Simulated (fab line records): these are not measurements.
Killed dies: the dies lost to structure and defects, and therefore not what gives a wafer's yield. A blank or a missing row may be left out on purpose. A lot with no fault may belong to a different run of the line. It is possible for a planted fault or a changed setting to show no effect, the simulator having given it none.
Chamber matching | flow nandHarc | NHARC_A_BLC_CMP_25 on cmp-02: 4 sister chambers
The step polishes, t overpolish 30 s, target thk 150 nm. 8 wafers are shown with their chamber, then 10 later ones without.

## WAFERS PAIRED WITH THEIR CHAMBERS
wafer  | chamber | motorCurrentA (A) | timeToEndpointS (s)
L081.1 | 0       | 13.5              | 35
L081.2 | 3       | 11.0              | 32
L085.2 | 3       | 10.3              | 29
L086.1 | 0       | 14.0              | 34
L086.2 | 1       | 11.4              | 29
L086.5 | 1       | 10.8              | 30
L088.1 | 2       | 11.1              | 32
L088.5 | 2       | 11.4              | 32

## WAFERS WHOSE CHAMBER IS MISSING
wafer  | motorCurrentA (A) | timeToEndpointS (s)
L088.6 | 10.8              | 27
L090.1 | 12.4              | 33
L090.2 | 13.6              | 30
L090.5 | 11.5              | 28
L092.1 | 12.1              | 29
L092.3 | 13.6              | 32
L092.4 | 12.0              | 31
L093.1 | 13.7              | 29
L093.3 | 11.0              | 26
L093.4 | 12.0              | 31

## WHICH CHAMBER EACH WENT THROUGH
wafer  | from the rows above               | in truth
L088.6 | can't be placed: 1 or 3           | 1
L090.1 | can't be placed: 2 or 0 or 1 or 3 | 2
L090.2 | 0                                 | 0
L090.5 | can't be placed: 1 or 3 or 2      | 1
L092.1 | can't be placed: 1 or 2 or 3      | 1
L092.3 | 0                                 | 0
L092.4 | can't be placed: 2 or 1 or 3      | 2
L093.1 | 0                                 | 0
L093.3 | can't be placed: 1 or 3           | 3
L093.4 | can't be placed: 2 or 1 or 3      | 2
Correctly placed: 3 of 10. Not placeable from these rows: 7 (in 7, the candidates include the true chamber). Number placed wrongly: 0.
How it was worked out, from the rows above alone: a wafer's distance from a chamber is the root of the sum, over the readings, of the square of ((its reading less the chamber's mean) divided by the reading's scatter). If the next closest chamber is less than 2 further off than the closest, the wafer can't be placed; otherwise it belongs to the closest. For every chamber, the mean is computed from those of its wafers that are shown. The scatter: take each reading less its chamber's mean, square it, sum over the shown wafers, divide by the number of wafers less the number of chambers, and take the root.
